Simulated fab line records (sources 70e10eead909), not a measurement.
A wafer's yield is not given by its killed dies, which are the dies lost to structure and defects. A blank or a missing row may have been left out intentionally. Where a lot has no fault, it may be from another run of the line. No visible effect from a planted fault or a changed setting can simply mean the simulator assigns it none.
Which tool was responsible?    flow nand harc    11 lots, 33 wafers sampled, at 6 steps of a route of 1159

## WHAT THE GAUGES READ, wafer by wafer
NHARC_P_BONDPAD_CD_MEAS_09 targets a cd of 500 nm. Usual: cd nm reads 499.1 nm (standard deviation 2.5).
lot   measured      on         cd nm (nm)         flag
L100  day 6 06:33   cd sem-02  500.5 500.5 498.8  
L101  day 6 09:58   cd sem-02  504.7 497.9 498.7  
L106  day 8 02:13   cd sem-02  510.4 513.3 510.5  OFF
L107  day 8 02:51   cd sem-02  508.1 507.4 509.3  OFF
L110  day 8 11:07   cd sem-02  510.0 505.9 509.9  OFF
L108  day 8 16:11   cd sem-03  510.0 507.5 509.8  OFF
L116  day 10 10:28  cd sem-02  498.1 494.8 503.4  
L118  day 10 11:22  cd sem-02  498.0 501.0 499.7  
L117  day 10 12:11  cd sem-02  501.2 500.3 498.5  
L120  day 11 06:22  cd sem-02  499.9 494.2 497.7  
L123  day 11 19:38  cd sem-02  502.6 504.1 501.6  

NHARC_END_SORT_01. Usual: defect limited yield 95.5 %, standard deviation 1.3; killed at array 26, standard deviation 8.4; killed at other 0.7, standard deviation 0.97; killed at periphery 3.2, standard deviation 2.2; killed dies 30, standard deviation 8.5; killed open 3.4, standard deviation 2; killed short 2, standard deviation 1.3; sort_bin_2_pct 1.5 %, standard deviation 0.52; sort_bin_3_pct 0.21 %, standard deviation 0.18; sort_bin_4_pct 2.8 %, standard deviation 0.91; sort n pass 647, standard deviation 8.5; sort rim yield pct 94.8 %, standard deviation 2.7; sort yield pct 95.5 %, standard deviation 1.3.
lot   measured      on         defect limited yield (%)  killed at array  killed at other  killed at periphery  killed dies  killed open  killed short  sort_bin_2_pct (%)  sort_bin_3_pct (%)  sort_bin_4_pct (%)  sort n pass  sort rim yield pct (%)  sort yield pct (%)  flag
L101  day 19 09:44  prober-02  95.6 95.7 96.2            26 25 22         3 2 0            1 2 4                30 29 26     2 3 1        2 1 2         1.9 1.9 1.2         0.15 0.15 0         2.4 2.2 2.7         647 648 651  98.1 97.2 96.2          95.6 95.7 96.2      
L110  day 21 17:41  prober-01  96.2 96.8 97.2            23 15 14         1 0 0            2 7 5                26 22 19     1 3 3        1 2 1         0.7 1.2 0.9         0.15 0 0.15         3.0 2.1 1.8         651 655 658  98.1 97.2 95.3          96.2 96.8 97.2      
L108  day 22 01:18  prober-02  96.5 95.9 95.6            23 26 27         0 0 0            1 2 3                24 28 30     0 4 5        1 3 2         1.2 1.6 1.6         0.15 0.30 0.44      2.2 2.2 2.4         653 649 647  97.2 96.2 94.3          96.5 95.9 95.6      
L116  day 23 08:25  prober-02  93.1 94.4 93.9            43 33 40         1 2 0            3 3 1                47 38 41     1 3 3        2 0 3         2.4 2.5 2.1         0 0.15 0.15         4.6 3.0 3.8         630 639 636  94.3 90.6 93.4          93.1 94.4 93.9      
L118  day 23 00:50  prober-01  96.5 96.6 94.8            22 19 31         0 0 0            2 4 4                24 23 35     3 3 2        0 1 6         1.0 0.9 1.6         0 0.44 0.44         2.5 2.1 3.1         653 654 642  96.2 95.3 93.4          96.5 96.6 94.8      
L117  day 23 14:11  prober-01  95.9 96.0 94.7            26 24 35         1 1 1            1 2 0                28 27 36     5 0 4        2 1 1         1.3 1.9 0.7         0.44 0.15 0.89      2.4 1.9 3.7         649 650 641  93.4 96.2 96.2          95.9 96.0 94.7      

## EACH LOT AND THE TOOL THAT RAN IT (in order: tool; ch and the chambers of the sampled wafers; start)
lot   NHARC_P_M2_DEGAS_29           NHARC_P_BONDPAD_CMP_32         NHARC_P_BONDPAD_EXPOSE_06          NHARC_P_BONDPAD_STRIP_15
L100  pvd sputter-02, day 6 03:08   cmp-03 ch 0,1,3, day 6 05:44   krf scanner-03 ch 0, day 6 06:24   rie diel-02 ch 0,1,3, day 6 07:13
L101  pvd sputter-01, day 6 06:30   cmp-04 ch 0,2,3, day 6 09:08   krf scanner-01 ch 0, day 6 09:49   rie diel-12 ch 0,3, day 6 10:37
L106  pvd sputter-03, day 7 22:50   cmp-04 ch 0,2,3, day 8 01:26   krf scanner-01 ch 0, day 8 02:04   rie diel-12 ch 0,2,3, day 8 02:50
L107  pvd sputter-02, day 7 23:28   cmp-04 ch 0,2, day 8 02:11     krf scanner-01 ch 0, day 8 02:42   rie diel-12 ch 2,3, day 8 03:27
L110  pvd sputter-01, day 8 07:53   cmp-04 ch 1,2,3, day 8 10:25   krf scanner-01 ch 0, day 8 10:58   rie diel-12 ch 0,1,3, day 8 11:43
L108  pvd sputter-03, day 8 12:51   cmp-02 ch 1,2,3, day 8 15:23   krf scanner-01 ch 0, day 8 16:02   rie diel-12 ch 1,2,3, day 8 16:49
L116  pvd sputter-03, day 10 06:28  cmp-03 ch 0,1,2, day 10 09:43  krf scanner-03 ch 0, day 10 10:19  rie diel-12 ch 1,2,3, day 10 11:04
L118  pvd sputter-01, day 10 07:59  cmp-02 ch 0,1,3, day 10 10:42  krf scanner-03 ch 0, day 10 11:13  rie diel-02 ch 0,1,3, day 10 12:00
L117  pvd sputter-03, day 10 08:58  cmp-03 ch 0,2, day 10 11:30    krf scanner-03 ch 0, day 10 12:02  rie diel-02 ch 1,2, day 10 12:47
L120  pvd sputter-03, day 11 02:38  cmp-03 ch 1,2,3, day 11 05:34  krf scanner-03 ch 0, day 11 06:13  rie diel-12 ch 0,1, day 11 06:58
L123  pvd sputter-03, day 11 16:10  cmp-03 ch 0,1, day 11 18:49    krf scanner-03 ch 0, day 11 19:29  rie diel-03 ch 0,1,2, day 11 20:43
- NHARC_P_M2_DEGAS_29: time 60 s.
- NHARC_P_BONDPAD_CMP_32: polishes SiCN, target thk 200 nm.
- NHARC_P_BONDPAD_EXPOSE_06: exposes mask P BPAD.
- NHARC_P_BONDPAD_STRIP_15: strips in O2.

## WHAT THE TOOLS THEMSELVES READ (means of the sampled wafers that have a number; where no wafer has one, the mark that the record gives instead)
NHARC_P_M2_DEGAS_29. Usual: heater power w reads 328 W (standard deviation 37).
lot   tool            heater power w (W)  flag
L100  pvd sputter-02  336                 
L101  pvd sputter-01  322                 
L106  pvd sputter-03  343                 
L107  pvd sputter-02  342                 
L110  pvd sputter-01  307                 
L108  pvd sputter-03  329                 
L116  pvd sputter-03  305                 
L118  pvd sputter-01  320                 
L117  pvd sputter-03  319                 
L120  pvd sputter-03  302                 
L123  pvd sputter-03  341                 

NHARC_P_BONDPAD_CMP_32. Usual: motor current A 12.1 A, standard deviation 1.3; slurry filter dp kPa 13.49 kPa, standard deviation 0.14.
lot   tool    motor current A (A)  slurry filter dp kPa (kPa)  flag
L100  cmp-03  12.9                 13.54                       
L101  cmp-04  12.5                 13.62                       
L106  cmp-04  12.3                 13.50                       
L107  cmp-04  12.9                 13.62                       
L110  cmp-04  11.8                 13.50                       
L108  cmp-02  11.7                 13.57                       
L116  cmp-03  12.3                 13.49                       
L118  cmp-02  11.4                 13.42                       
L117  cmp-03  12.1                 13.45                       
L120  cmp-03  12.6                 13.55                       
L123  cmp-03  12.7                 13.38                       

NHARC_P_BONDPAD_EXPOSE_06. Usual: exposure dose mJ cm2 reads 37.04 (standard deviation 0.037).
lot   tool            exposure dose mJ cm2  flag
L100  krf scanner-03  37.04                 
L101  krf scanner-01  37.05                 
L106  krf scanner-01  53.62                 OFF
L107  krf scanner-01  50.31                 OFF
L110  krf scanner-01  49.98                 OFF
L108  krf scanner-01  49.93                 OFF
L116  krf scanner-03  37.00                 
L118  krf scanner-03  37.03                 
L117  krf scanner-03  37.10                 
L120  krf scanner-03  37.05                 
L123  krf scanner-03  37.02                 

NHARC_P_BONDPAD_STRIP_15. Usual: drypump motor current A 5.6 A, standard deviation 0.55; oes product au 0.999 a.u., standard deviation 0.011; rf vpp V 57.8 V, standard deviation 0.97; showerhead plenum p Torr 3.55 Torr, standard deviation 0.17; throttle valve pct 17.036 %, standard deviation 0.0089.
lot   tool         drypump motor current A (A)  oes product au (a.u.)  rf vpp V (V)  showerhead plenum p Torr (Torr)  throttle valve pct (%)  flag
L100  rie diel-02  5.7                          0.999                  58.2          3.48                             17.034                  
L101  rie diel-12  5.2                          1.002                  57.1          3.45                             17.030                  
L106  rie diel-12  5.6                          1.003                  57.9          3.54                             17.035                  
L107  rie diel-12  5.2                          0.999                  58.0          3.40                             17.034                  
L110  rie diel-12  5.4                          0.992                  57.1          3.50                             17.040                  
L108  rie diel-12  5.4                          1.000                  57.4          3.45                             17.038                  
L116  rie diel-12  5.5                          0.989                  57.1          3.45                             17.035                  
L118  rie diel-02  5.7                          1.005                  57.8          3.63                             17.042                  
L117  rie diel-02  6.7                          0.997                  58.3          3.63                             17.030                  
L120  rie diel-12  5.6                          0.996                  57.8          3.56                             17.035                  
L123  rie diel-03  5.5                          0.997                  58.2          3.66                             17.048                  

## THE ANSWER, worked out from the rows above alone
Rule: a lot is off if the mean of its wafers that have a number lies more than 3 standard deviations from the usual mean. Also off: a lot with no number at a reading for which 4 or more lots have one. All remaining lots with rows at the step are treated as sound. The gauges are gone through in route order, then the tools' own readings, and for those a lot's mean is taken as printed above. The first step at which some lot is off is used, and at that step the reading that is off furthest; a lot without a number counts as furthest.
Off at NHARC_P_BONDPAD_CD_MEAS_09 (cd nm): L106, L107, L110, L108.
A tool fits if, at a process step before that reading, it ran every lot that is off, and no sound lot after the first of them. Not tried: the gauges at NHARC_P_BONDPAD_CD_MEAS_09; whatever is off there is also off at NHARC_P_BONDPAD_EXPOSE_06, on other tools, and gauge error can't account for it. One fits: NHARC_P_BONDPAD_EXPOSE_06 on krf scanner-01. Its last sound lot is L101 (day 6 09:49), its first lot that is off L106 (day 8 02:04): a fault that began between those two fits.
On the lots that are off, the tool's own readings at NHARC_P_BONDPAD_EXPOSE_06 differ by more than 5 times the standard deviation of the sound lots' means, which bears it out; exposure dose mJ cm2 reads 50.96 there versus 37.04 on the sound lots.

## WHAT THE SIMULATOR HAD INSERTED
Process parameter drift: krf scanner-01, from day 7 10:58 on, at NHARC_P_BONDPAD_EXPOSE_06. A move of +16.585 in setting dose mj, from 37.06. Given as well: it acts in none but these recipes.
Lots struck among those shown: L106, L107, L110, L108. The rule above reached the same finding.
